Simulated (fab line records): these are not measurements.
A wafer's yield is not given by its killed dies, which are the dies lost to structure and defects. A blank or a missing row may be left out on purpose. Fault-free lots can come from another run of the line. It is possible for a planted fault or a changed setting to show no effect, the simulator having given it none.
The tool behind it: which one? -- flow n5-finfet -- 7 lots with 21 wafers sampled at 8 steps, on a route of 1938 steps

WHAT EACH GAUGE READ, for each wafer
N5_BEOL_M10_CD_MEAS_28: the cd target is 70 nm. Usual: 70.2 nm for cd-nm, sd 0.86.
lot,measured,on,cd-nm (nm),flag
L941,day 10 05:37,cd-sem-03,71.5 70.3 72.5,
L946,day 12 07:23,cd-sem-02,70.6 70.2 70.8,
L955,day 13 23:19,cd-sem-01,68.9 68.4 68.9,
L953,day 13 23:46,cd-sem-02,69.9 69.1 68.7,
L956,day 14 13:39,cd-sem-02,71.2 71.7 70.9,
L958,day 14 21:11,cd-sem-02,69.1 69.9 69.6,
L959,day 15 08:56,cd-sem-03,69.8 70.5 69.8,

N5_BEOL_M10_OCD_MEAS_38. Usual: 147.7 nm for trench-depth-nm, sd 2.3.
lot,measured,on,trench-depth-nm (nm),flag
L941,day 10 06:12,ocd-02,145.8 140.7 148.5,
L946,day 12 08:34,ocd-01,145.8 147.6 145.6,
L955,day 13 23:54,ocd-01,146.6 149.1 172.6,OFF
L953,day 14 01:03,ocd-02,174.5 148.4 174.7,OFF
L956,day 14 14:19,ocd-02,171.7 148.1 146.8,OFF
L958,day 14 21:46,ocd-02,148.4 147.5 150.3,
L959,day 15 09:31,ocd-01,150.0 150.1 149.1,

N5_BEOL_M10_THK_MEAS_53: measures by xrf. Usual: M10_THK gives 138.4 nm (standard deviation 2.7).
lot,measured,on,M10_THK (nm),flag
L941,day 10 09:16,film-metro-02,136.8 131.8 137.3,
L946,day 12 12:48,film-metro-01,136.7 138.1 136.7,
L955,day 14 02:01,film-metro-01,138.9 140.5 163.8,OFF
L953,day 14 05:06,film-metro-01,164.8 139.4 165.0,OFF
L956,day 14 16:46,film-metro-02,162.6 138.6 137.3,
L958,day 14 23:55,film-metro-02,140.2 138.9 141.9,
L959,day 15 12:37,film-metro-01,142.0 140.8 141.0,

N5_BEOL_M10_RS_MEAS_57: a four-point-probe measurement. Usual: M10_RS gives 0.1530 ohm/sq (standard deviation 0.0029).
lot,measured,on,M10_RS (ohm/sq),flag
L941,day 10 09:24,film-metro-01,0.1546 0.1614 0.1529,
L946,day 12 12:58,film-metro-01,0.1554 0.1539 0.1562,
L955,day 14 02:10,film-metro-02,0.1541 0.1523 0.1283,
L953,day 14 05:14,film-metro-01,0.1276 0.1533 0.1272,OFF
L956,day 14 16:54,film-metro-01,0.1284 0.1530 0.1547,
L958,day 15 00:04,film-metro-01,0.1516 0.1528 0.1491,
L959,day 15 12:44,film-metro-02,0.1505 0.1511 0.1510,

N5_BEOL_M15_RC_MEAS_101. Usual: COMB_M11 1.52e-11 S/m, standard deviation 3e-12; COMB_M12 7.1e-12 S/m, standard deviation 1.2e-12; COMB_M13 5.5e-12 S/m, standard deviation 1.1e-12; COMB_M14 4.4e-12 S/m, standard deviation 7.3e-13; COMB_M14_max_site 5.9e-12 S/m, standard deviation 1.2e-12; COMB_M15 3.2e-12 S/m, standard deviation 6e-13; COMB_M5 3.7e-11 S/m, standard deviation 7.8e-12; COMB_M6 2.8e-11 S/m, standard deviation 5.6e-12; COMB_M7 2.6e-11 S/m, standard deviation 5.5e-12; COMB_M7_max_site 3.8e-11 S/m, standard deviation 8.1e-12; COMB_M8 2.7e-11 S/m, standard deviation 5.5e-12; COMB_M8_max_site 3.8e-11 S/m, standard deviation 9.1e-12; COMB_M9 1.55e-11 S/m, standard deviation 3e-12; SERP_M10 3.09 ohm/um, standard deviation 0.066; SERP_M10_max_site 3.19 ohm/um, standard deviation 0.084; SERP_M11 3.05 ohm/um, standard deviation 0.068; SERP_M12 0.641 ohm/um, standard deviation 0.017; SERP_M13 0.306 ohm/um, standard deviation 0.0052; SERP_M14 0.1613 ohm/um, standard deviation 0.003; SERP_M5 38.7 ohm/um, standard deviation 1.3; SERP_M6 13.8 ohm/um, standard deviation 0.43; SERP_M7 13.7 ohm/um, standard deviation 0.44; SERP_M8 14.0 ohm/um, standard deviation 0.43; SERP_M9 3.07 ohm/um, standard deviation 0.067; SERP_M9_max_site 3.15 ohm/um, standard deviation 0.071.
lot,measured,on,COMB_M11 (S/m),COMB_M12 (S/m),COMB_M13 (S/m),COMB_M14 (S/m),COMB_M14_max_site (S/m),COMB_M15 (S/m),COMB_M5 (S/m),COMB_M6 (S/m),COMB_M7 (S/m),COMB_M7_max_site (S/m),COMB_M8 (S/m),COMB_M8_max_site (S/m),COMB_M9 (S/m),SERP_M10 (ohm/um),SERP_M10_max_site (ohm/um),SERP_M11 (ohm/um),SERP_M12 (ohm/um),SERP_M13 (ohm/um),SERP_M14 (ohm/um),SERP_M5 (ohm/um),SERP_M6 (ohm/um),SERP_M7 (ohm/um),SERP_M8 (ohm/um),SERP_M9 (ohm/um),SERP_M9_max_site (ohm/um),flag
L941,day 11 22:10,prober-01,1.24e-11 1.2e-11 1.02e-11,6.1e-12 1.1e-11 7e-12,5.8e-12 5.1e-12 4.6e-12,6.2e-12 5e-12 5.5e-12,9.9e-12 5.8e-12 9.3e-12,3.1e-12 2.7e-12 3.1e-12,3.6e-11 3.2e-11 3.1e-11,2.7e-11 2.1e-11 2e-11,2.6e-11 2.6e-11 2.3e-11,3.3e-11 3.3e-11 3e-11,3.5e-11 3.5e-11 2.6e-11,5.4e-11 5.4e-11 4.9e-11,2e-11 1.44e-11 1.33e-11,3.12 3.24 3.10,3.24 3.36 3.13,3.20 3.10 3.05,0.640 0.647 0.625,0.305 0.304 0.296,0.1576 0.1616 0.1619,38.8 37.6 38.4,13.4 13.6 13.3,13.8 13.3 14.2,14.3 14.1 14.6,3.11 3.06 3.02,3.19 3.18 3.11,
L946,day 14 06:14,prober-01,1.57e-11 1.47e-11 1.42e-11,7.6e-12 9.1e-12 7.8e-12,7.1e-12 4.3e-12 4.3e-12,3.6e-12 3e-12 3.9e-12,4.2e-12 3.8e-12 4.7e-12,2.7e-12 2.8e-12 2.5e-12,4.1e-11 2.6e-11 4.1e-11,3.4e-11 1.8e-11 3.2e-11,1.6e-11 2.9e-11 2.7e-11,2.3e-11 4.2e-11 3.6e-11,1.9e-11 2.5e-11 2.2e-11,2.6e-11 3.3e-11 3.4e-11,1.91e-11 1.01e-11 1.64e-11,3.14 3.11 3.15,3.18 3.22 3.32,3.15 2.98 3.15,0.649 0.644 0.635,0.306 0.314 0.301,0.1616 0.1578 0.1631,37.6 39.8 38.8,13.5 13.8 13.2,13.0 13.9 13.2,13.4 14.3 14.7,3.03 3.11 3.06,3.14 3.17 3.17,
L955,day 15 11:35,prober-01,1.56e-11 1.7e-11 1.36e-11,7e-12 6.7e-12 5.9e-12,5.3e-12 6e-12 5.1e-12,3.5e-12 3.5e-12 5e-12,4.3e-12 5.5e-12 5.6e-12,4.4e-12 5.7e-12 2.6e-12,3.1e-11 3.3e-11 4e-11,3.2e-11 2.3e-11 1.9e-11,3.7e-11 2.9e-11 2.2e-11,5.5e-11 4.3e-11 4.3e-11,2.1e-11 1.7e-11 2e-11,3.5e-11 2.5e-11 3.5e-11,1.43e-11 1.67e-11 1.71e-11,3.13 3.13 2.59,3.22 3.20 2.62,2.96 3.11 3.00,0.627 0.607 0.628,0.309 0.303 0.311,0.1585 0.1594 0.1621,37.9 40.2 40.3,13.4 14.6 14.0,13.8 14.0 14.2,14.3 14.4 14.1,3.02 2.98 3.23,3.11 3.08 3.30,
L953,day 15 13:30,prober-01,1.72e-11 2.24e-11 1.71e-11,7.4e-12 7.5e-12 8.6e-12,4.4e-12 3.7e-12 4.5e-12,4.4e-12 4.4e-12 4.8e-12,6.4e-12 6.6e-12 6.3e-12,2.8e-12 2.4e-12 2.6e-12,5.3e-11 4.5e-11 4.4e-11,2.3e-11 2.9e-11 2.5e-11,1.9e-11 2e-11 1.8e-11,2.9e-11 2.5e-11 2.7e-11,2e-11 2.1e-11 2.9e-11,2.7e-11 2.8e-11 5e-11,1.67e-11 1.59e-11 1.37e-11,2.61 3.18 2.62,2.66 3.23 2.66,2.88 3.05 3.00,0.651 0.654 0.652,0.306 0.302 0.302,0.1555 0.1590 0.1607,38.7 38.9 37.8,13.1 13.3 12.9,12.9 13.8 13.2,13.7 13.5 13.1,3.00 3.11 3.16,3.16 3.13 3.23,OFF
L956,day 16 06:56,prober-02,1.8e-11 1.32e-11 1.46e-11,7.9e-12 1.09e-11 8.5e-12,3.9e-12 4.5e-12 4.3e-12,4e-12 4.6e-12 4.4e-12,6.1e-12 5.7e-12 4.8e-12,3.9e-12 3.1e-12 3.3e-12,3.2e-11 3.9e-11 3e-11,2.2e-11 3.1e-11 3.1e-11,2.1e-11 2.6e-11 2e-11,2.7e-11 3.3e-11 4.4e-11,2.9e-11 2.4e-11 2.7e-11,3.2e-11 2.9e-11 4e-11,1.25e-11 1.03e-11 1.51e-11,2.57 3.04 3.13,2.62 3.22 3.18,3.00 3.02 3.04,0.631 0.634 0.648,0.307 0.302 0.304,0.1596 0.1637 0.1612,40.2 39.2 38.7,14.2 13.6 14.6,13.1 13.0 13.9,13.8 13.8 13.4,3.06 2.95 3.09,3.10 3.00 3.16,
L958,day 16 11:14,prober-01,1.56e-11 1.18e-11 1.38e-11,4e-12 6.6e-12 5.9e-12,5.5e-12 4.3e-12 4.2e-12,5.2e-12 3.8e-12 3.6e-12,7e-12 5.1e-12 4.5e-12,3.9e-12 3e-12 3.5e-12,2.6e-11 3.7e-11 2.4e-11,3.1e-11 2.5e-11 3.1e-11,2.6e-11 2e-11 2e-11,3.1e-11 3.5e-11 3.3e-11,3e-11 2.4e-11 2.3e-11,3.8e-11 3.2e-11 4.1e-11,1.43e-11 1.38e-11 1.21e-11,3.09 3.08 2.99,3.21 3.13 3.09,3.04 2.92 3.12,0.629 0.669 0.670,0.301 0.317 0.303,0.1601 0.1619 0.1634,39.3 38.0 38.3,13.7 13.0 13.0,13.6 14.0 14.4,13.8 13.9 13.9,3.21 3.13 3.17,3.32 3.20 3.23,
L959,day 16 18:44,prober-01,1.78e-11 1.85e-11 1.5e-11,6.4e-12 5.4e-12 6e-12,4.8e-12 4.9e-12 7.1e-12,4.9e-12 3.3e-12 3.9e-12,5.2e-12 5.5e-12 4.9e-12,2.9e-12 3.1e-12 4.7e-12,3.1e-11 4e-11 4.7e-11,2.2e-11 2.1e-11 1.7e-11,2.8e-11 2.9e-11 3.4e-11,3.1e-11 3.5e-11 4.4e-11,2.5e-11 2.8e-11 3.3e-11,3.6e-11 3.7e-11 4e-11,1.46e-11 1.39e-11 9.7e-12,3.06 3.01 3.13,3.14 3.13 3.25,3.06 3.08 3.11,0.627 0.635 0.641,0.303 0.314 0.307,0.1601 0.1602 0.1589,38.3 38.1 38.2,13.2 13.0 13.3,13.1 12.9 13.2,13.6 14.1 13.4,3.02 3.04 3.08,3.07 3.13 3.17,

EACH LOT AND THE TOOL THAT RAN IT (in order: tool; ch and the chambers of the sampled wafers; start)
lot,N5_BEOL_M10_DESCUM_16,N5_BEOL_M10_ETCH_61,N5_BEOL_M10_TRENCH_ETCH_37
L941,"rie-diel-05 ch 0,1,2, day 10 03:37","rie-diel-05 ch 0,1,2, day 10 03:39","rie-diel-02 ch 0,2,3, day 10 06:01"
L946,"rie-diel-02 ch 1,2,3, day 12 06:39","rie-diel-02 ch 1,2,3, day 12 06:41","rie-diel-02 ch 1,2,3, day 12 08:22"
L955,"rie-diel-05 ch 0,1, day 13 22:20","rie-diel-05 ch 0,1, day 13 22:23","rie-diel-02 ch 1,2,3, day 13 23:43"
L953,"rie-diel-06 ch 1,2, day 13 23:00","rie-diel-06 ch 1,2, day 13 23:02","rie-diel-02 ch 2,3, day 14 00:52"
L956,"rie-diel-06 ch 0,1,3, day 14 11:23","rie-diel-06 ch 0,1,3, day 14 11:25","rie-diel-02 ch 0,2,3, day 14 14:07"
L958,"rie-diel-06 ch 0,2,3, day 14 18:11","rie-diel-06 ch 0,2,3, day 14 18:13","rie-diel-05 ch 0,1, day 14 21:35"
L959,"rie-diel-06 ch 0,1, day 15 07:58","rie-diel-06 ch 0,1, day 15 08:01","rie-diel-05 ch 0,2, day 15 09:20"
- N5_BEOL_M10_DESCUM_16: chemistry O2, time 7.9 s.
- N5_BEOL_M10_ETCH_61: etches SiARC in CF4, target depth 39 nm, time 65 s.
- N5_BEOL_M10_TRENCH_ETCH_37: etches SiCOH lowk in C4F6/O2, target depth 148.83 nm, time 48 s.

WHAT THE TOOLS THEMSELVES READ (means of the sampled wafers that have a number; where no wafer has one, the mark that the record gives instead)
N5_BEOL_M10_DESCUM_16. Usual: chamber-pressure-mTorr 19.998 mTorr, standard deviation 0.018; drypump-motor-current-A 5.9 A, standard deviation 0.35; oes-product-au 0.78 a.u., standard deviation 0.09; rf-vpp-V 242.3 V, standard deviation 1.3; showerhead-plenum-p-Torr 2.04 Torr, standard deviation 0.068; throttle-valve-pct 20.53 %, standard deviation 0.27.
lot,tool,chamber-pressure-mTorr (mTorr),drypump-motor-current-A (A),oes-product-au (a.u.),rf-vpp-V (V),showerhead-plenum-p-Torr (Torr),throttle-valve-pct (%),flag
L941,rie-diel-05,19.992,5.6,0.89,242.6,2.06,20.27,
L946,rie-diel-02,19.991,5.7,0.70,242.2,2.04,20.78,
L955,rie-diel-05,19.993,5.3,0.84,241.6,2.02,20.24,
L953,rie-diel-06,19.987,5.9,0.82,242.0,2.06,20.33,
L956,rie-diel-06,19.994,6.0,0.76,241.8,2.03,20.57,
L958,rie-diel-06,20.006,6.0,0.81,242.2,2.02,20.38,
L959,rie-diel-06,19.989,5.8,0.80,242.1,2.04,20.52,

N5_BEOL_M10_ETCH_61. Usual: cf4-flow-sccm 100.02 sccm, standard deviation 0.29; chamber-pressure-mTorr 40.00 mTorr, standard deviation 0.038; drypump-motor-current-A 5.8 A, standard deviation 0.36; etch-rf-on-time-s 65.4 s, standard deviation 1.1; oes-product-au 0.66 a.u., standard deviation 0.077; rf-vpp-V 183.5 V, standard deviation 1.2; showerhead-plenum-p-Torr 2.10 Torr, standard deviation 0.062; throttle-valve-pct 15.72 %, standard deviation 0.28.
lot,tool,cf4-flow-sccm (sccm),chamber-pressure-mTorr (mTorr),drypump-motor-current-A (A),etch-rf-on-time-s (s),oes-product-au (a.u.),rf-vpp-V (V),showerhead-plenum-p-Torr (Torr),throttle-valve-pct (%),flag
L941,rie-diel-05,99.99,40.00,5.7,64.2,0.76,184.7,2.12,15.45,
L946,rie-diel-02,100.22,39.98,5.7,65.6,0.60,183.3,2.09,16.02,
L955,rie-diel-05,100.33,39.98,5.3,64.5,0.71,183.2,2.08,15.45,
L953,rie-diel-06,99.95,40.02,5.9,64.8,0.70,182.9,2.10,15.46,
L956,rie-diel-06,100.11,39.99,6.0,65.9,0.65,183.7,2.09,15.76,
L958,rie-diel-06,99.81,40.00,5.9,65.4,0.69,183.2,2.07,15.56,
L959,rie-diel-06,99.95,39.96,5.9,64.4,0.68,183.4,2.09,15.69,

N5_BEOL_M10_TRENCH_ETCH_37. Usual: value, then standard deviation, for each; chamber-pressure-mTorr 29.998 mTorr / 0.025; drypump-motor-current-A 5.8 A / 0.41; oes-product-au 0.77 a.u. / 0.086; rf-vpp-V 665 V / 6.4; run-length-s 71.4 s / 0.47; showerhead-plenum-p-Torr 2.80 Torr / 0.09; throttle-valve-pct 21.06 % / 0.28.
lot,tool,chamber-pressure-mTorr (mTorr),drypump-motor-current-A (A),oes-product-au (a.u.),rf-vpp-V (V),run-length-s (s),showerhead-plenum-p-Torr (Torr),throttle-valve-pct (%),flag
L941,rie-diel-02,29.983,6.1,0.71,665,71.3,2.78,21.31,
L946,rie-diel-02,29.983,5.8,0.70,666,71.4,2.79,21.31,
L955,rie-diel-02,30.007,5.8,0.69,665,74.0,2.78,21.34,OFF
L953,rie-diel-02,29.996,6.2,0.70,671,77.0,2.85,21.47,OFF
L956,rie-diel-02,30.004,6.0,0.79,668,73.9,2.88,21.24,OFF
L958,rie-diel-05,30.004,5.5,0.81,663,71.7,2.75,20.81,
L959,rie-diel-05,29.992,6.0,0.82,662,71.8,2.83,20.98,

THE ANSWER, worked out from the rows above alone
Rule: a lot counts as off when the mean over its wafers that have a number is more than 3 standard deviations away from the usual mean. Also off: a lot with no number at a reading for which 4 or more lots have one. Where the step has rows for the other lots, those lots are counted as sound. After the gauges, taken in route order, come the tools' own readings; for these a lot's mean is taken, as printed above. At the first step where some lot is off, the reading lying furthest off is the one used; lots without a number count as furthest.
Off: L955, L953, L956, at N5_BEOL_M10_OCD_MEAS_38 (trench-depth-nm).
A tool fits if, at a process step before that reading, it ran every lot that is off, and no sound lot after the first of them. Not tried: the gauges at N5_BEOL_M10_OCD_MEAS_38; whatever is off there is also off at N5_BEOL_M10_TRENCH_ETCH_37, on other tools, and gauge error can't account for it. One fits: N5_BEOL_M10_TRENCH_ETCH_37 on rie-diel-02. A fault onset in the window from L946 (day 12 08:22, its last sound lot) to L955 (day 13 23:43, its first lot off) fits.
On the lots that are off, the tool's own readings at N5_BEOL_M10_TRENCH_ETCH_37 differ by more than 5 times the standard deviation of the sound lots' means, which bears it out; run-length-s reads 75.0 s there versus 71.5 s on the sound lots.

WHAT THE SIMULATOR HAD INSERTED
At N5_BEOL_M10_TRENCH_ETCH_37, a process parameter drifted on rie-diel-02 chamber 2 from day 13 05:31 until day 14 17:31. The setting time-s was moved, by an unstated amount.
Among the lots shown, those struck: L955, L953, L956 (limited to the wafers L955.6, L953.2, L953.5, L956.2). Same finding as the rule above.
